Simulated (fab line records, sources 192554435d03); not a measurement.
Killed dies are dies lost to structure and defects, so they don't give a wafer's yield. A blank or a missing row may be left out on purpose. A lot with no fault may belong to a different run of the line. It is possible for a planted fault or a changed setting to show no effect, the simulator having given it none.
Matching of chambers	flow n5 finfet	N5_STI_FIN_REVEAL_CMP_04 on cmp-04 has 4 sister chambers
The step polishes, stops on Si3N4, t overpolish 4 s, target thk 131.83 nm. 24 wafers are shown with their chamber, then 12 later ones without.

== WAFERS PAIRED WITH THEIR CHAMBERS ==
wafer	chamber	time to endpoint s (s)	motor current A (A)	overpolish run s (s)
L074.1	3	91	7.7	3.998
L074.3	1	99	8.8	4.004
L074.5	2	105	8.8	3.997
L076.1	0	99	8.0	4.009
L076.3	1	100	9.2	3.994
L076.6	1	100	8.6	4.015
L077.1	2	109	8.3	3.999
L077.3	3	93	7.6	3.996
L077.5	3	93	7.4	4.008
L079.3	3	94	8.0	4.003
L079.4	1	97	8.5	4.005
L079.6	3	94	7.7	4.010
L080.1	2	107	8.4	4.000
L080.2	1	96	8.9	4.001
L080.6	2	104	8.6	3.991
L081.2	0	99	8.2	4.009
L081.4	2	112	8.8	4.008
L081.5	2	109	8.2	4.006
L085.3	3	94	7.7	3.993
L085.5	0	98	8.1	4.013
L085.6	1	96	8.8	4.002
L087.2	0	95	8.4	4.010
L087.4	2	105	8.4	3.984
L087.6	1	93	8.9	3.997

SIGNATURES, as means of the wafers listed above
reading	chamber 0	chamber 1	chamber 2	chamber 3	scatter within a chamber
time to endpoint s	97.75	97.29	107.29	93.17	2.31
motor current A	8.175	8.814	8.500	7.683	0.215
overpolish run s	4.01025	4.00257	3.99786	4.00133	0.00681
Rule: for each reading, subtract the chamber's mean from the wafer's reading, divide by that reading's scatter and square the result; add these up over the readings and take the root, which gives the wafer's distance from the chamber. If the next closest chamber is less than 2 further off than the closest, the wafer can't be placed; otherwise it belongs to the closest. How the scatter is found: for the shown wafers, subtract from each reading the mean of its chamber, square and add these, divide the total by (wafers less chambers), then take the root.

== WAFERS WITHOUT THEIR CHAMBER ==
wafer	time to endpoint s (s)	motor current A (A)	overpolish run s (s)
L091.2	111	8.5	4.002
L091.4	99	8.1	3.985
L091.6	98	8.6	4.001
L094.4	100	7.5	4.018
L094.5	97	7.6	4.015
L094.6	110	8.1	4.008
L096.1	97	7.7	4.014
L096.2	106	8.7	4.005
L096.3	101	8.9	3.998
L097.1	107	8.5	3.991
L097.4	99	9.3	4.001
L097.5	113	8.9	4.009

== CHAMBER TAKEN BY EACH ==
wafer	from the rows above	in truth
L091.2	2	2
L091.4	can't be placed: 0 or 3 or 1 or 2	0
L091.6	can't be placed: 1 or 0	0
L094.4	can't be placed: 0 or 3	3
L094.5	can't be placed: 3 or 0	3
L094.6	2	2
L096.1	can't be placed: 0 or 3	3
L096.2	2	2
L096.3	can't be placed: 1 or 2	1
L097.1	2	2
L097.4	1	1
L097.5	2	2
Placed correctly: 6 of 12. Can't be placed from these rows: 6 (the true chamber is among the candidates in 6). Number placed wrongly: 0.
